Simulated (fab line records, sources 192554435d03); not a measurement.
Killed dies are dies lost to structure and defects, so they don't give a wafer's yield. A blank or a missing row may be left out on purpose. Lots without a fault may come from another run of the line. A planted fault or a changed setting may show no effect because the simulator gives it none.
Split-lot experiment | flow n5_finfet | 7 lots, 21 wafers read, on a route of 1938 steps

THE SPLIT
At N5_BEOL_M11_TRENCH_ETCH_37 (etches SiCOH lowk in C4F6/O2, target depth 148.83 nm, time 48 s), the setting time_s was moved away from the recipe's 48 s on 9 of the 21 wafers read, by -11.2% to +18.9%. The other wafers ran this setting at the recipe's value.

FROM THE SPLIT TO THE READING: what the file shows between them, 12 steps
- N5_BEOL_M11_ETCH_41: etches SiCN in CH3F/O2, target depth 42.6 nm, time 86 s
- N5_BEOL_M11_STRIP_77: strips in N2/H2, time 10 s
- N5_BEOL_M11_OCD_MEAS_38
- N5_BEOL_M11_HM_STRIP_39: strips TiN in peroxide tin strip, target depth 25 nm, time 158 s
- N5_BEOL_M11_SRD_40: time 30 s
- N5_BEOL_M11_PRECLEAN_42: cleans in residue remover, time 60 s
- N5_BEOL_M11_ECD_50: material Cu, target thk 318 nm
- N5_BEOL_M11_ANNEAL_51: time 90 s
- N5_BEOL_M11_CMP_52: polishes, stops on SiCOH lowk, t overpolish 7 s, target thk 140 nm
- N5_BEOL_M11_THK_MEAS_53: measures by xrf
- N5_BEOL_M11_PRE_CLEAN_55: time 15 s
- N5_BEOL_M11_DEP_56: deposits SiCN from 3MS/NH3, target thk 30 nm, time 10.5 s

THE READING
M11_RS, in ohm/sq, at N5_BEOL_M11_RS_MEAS_57 (measures by four-point-probe). Fault-free wafers of this fab line usually give 0.150 ohm/sq, standard deviation 0.0039 ohm/sq.

wafer  | tool, chamber at the split | time_s as run, s | against the recipe | M11_RS, ohm/sq | against lot-mates on the recipe
L081.1 | rie_diel-04, 0             | 48               | recipe             | 0.149          | -
L081.2 | rie_diel-04, 1             | 48               | recipe             | 0.157          | -
L081.4 | rie_diel-04, 3             | 42.62            | -11.2%             | 0.175          | +0.022
L083.1 | rie_diel-04, 3             | 48               | recipe             | 0.150          | -
L083.2 | rie_diel-04, 2             | 48               | recipe             | 0.148          | -
L083.5 | rie_diel-04, 3             | 48               | recipe             | 0.149          | -
L084.1 | rie_diel-03, 2             | 48               | recipe             | 0.151          | -
L084.5 | rie_diel-03, 2             | 48               | recipe             | 0.152          | -
L084.6 | rie_diel-03, 3             | 48               | recipe             | 0.146          | -
L086.2 | rie_diel-04, 3             | 56.61            | +17.9%             | 0.126          | no lot-mate on the recipe
L086.3 | rie_diel-04, 0             | 56.61            | +17.9%             | 0.124          | no lot-mate on the recipe
L086.4 | rie_diel-04, 3             | 56.61            | +17.9%             | 0.126          | no lot-mate on the recipe
L088.1 | rie_diel-05, 2             | 57.07            | +18.9%             | 0.120          | -0.028
L088.3 | rie_diel-05, 3             | 48               | recipe             | 0.148          | -
L088.6 | rie_diel-05, 3             | 48               | recipe             | 0.149          | -
L093.1 | rie_diel-05, 2             | 54.11            | +12.7%             | 0.132          | -0.020
L093.3 | rie_diel-05, 0             | 48               | recipe             | 0.155          | -
L093.5 | rie_diel-05, 2             | 48               | recipe             | 0.149          | -
L091.4 | rie_diel-05, 0             | 55.06            | +14.7%             | 0.131          | no lot-mate on the recipe
L091.5 | rie_diel-05, 3             | 55.06            | +14.7%             | 0.128          | no lot-mate on the recipe
L091.6 | rie_diel-05, 0             | 55.06            | +14.7%             | 0.133          | no lot-mate on the recipe

THE FIT
A straight line over all 21 wafers: M11_RS changes by -0.00151 ohm/sq for each +1% of time_s; r = -0.97; the points scatter about the line by 0.0032 ohm/sq.
The same after taking each lot's own level away (the mean of its wafers on the recipe; 15 wafers): -0.00163 ohm/sq for each +1%; r = -0.97; scatter 0.0026 ohm/sq.
On that fit, the largest move of time_s shifts the reading by 0.031 ohm/sq.
The lots' own levels span 0.1485 to 0.1530 ohm/sq, that is 1.2 times the standard deviation above.
So the lot-to-lot level changes the slope little: the two slopes agree.
Check: with one of the wafers moved furthest among these (+18.9%) left out of the fit, the line predicts -0.0326 ohm/sq for it against its lot-mates. It came out at -0.0285 ohm/sq against them.

OTHER SPLITS ON THESE WAFERS
These wafers also went through other splits before the reading. Each is held against what the fit with the lots' levels taken away leaves over:
other split on the same wafers | wafers away from the commonest value | r with M11_RS (lot level and that fit taken away)
N5_BEOL_M11_VIA_ETCH_34 time_s | 6                                    | -0.13

THE WHOLE CHAIN: every reading that the file lists as answering this split, in the file's order
step                       | what it does                                                       | reading                                                                       | change (the file's fit)              | r (the file's)
N5_BEOL_M11_TRENCH_ETCH_37 | etches SiCOH lowk in C4F6/O2, target depth 148.83 nm, time 48 s    | etch.depth_nm (the simulator's own value, which no gauge read)                | +1.56 nm for each +1% of the setting | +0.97
N5_BEOL_M11_TRENCH_ETCH_37 | etches SiCOH lowk in C4F6/O2, target depth 148.83 nm, time 48 s    | BEOL_M11.feature_depth_nm (the simulator's own value, which no gauge read)    | +1.56 nm for each +1% of the setting | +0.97
N5_BEOL_M11_OCD_MEAS_38    |                                                                    | trench_depth_nm                                                               | +1.57 nm for each +1% of the setting | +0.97
N5_BEOL_M11_CMP_52         | polishes, stops on SiCOH lowk, t overpolish 7 s, target thk 140 nm | Cu_of_BEOL_M11_ECD_50.thk_nm (the simulator's own value, which no gauge read) | +1.55 nm for each +1% of the setting | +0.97
N5_BEOL_M11_THK_MEAS_53    | measures by xrf                                                    | M11_THK                                                                       | +1.51 for each +1% of the setting    | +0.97
N5_BEOL_M11_RS_MEAS_57     | measures by four-point-probe                                       | M11_RS                                                                        | -0.00164 for each +1% of the setting | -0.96

THE FILE'S OWN FIT
M11_RS changes by -0.00164 ohm/sq for each +1% of time_s, r = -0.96.
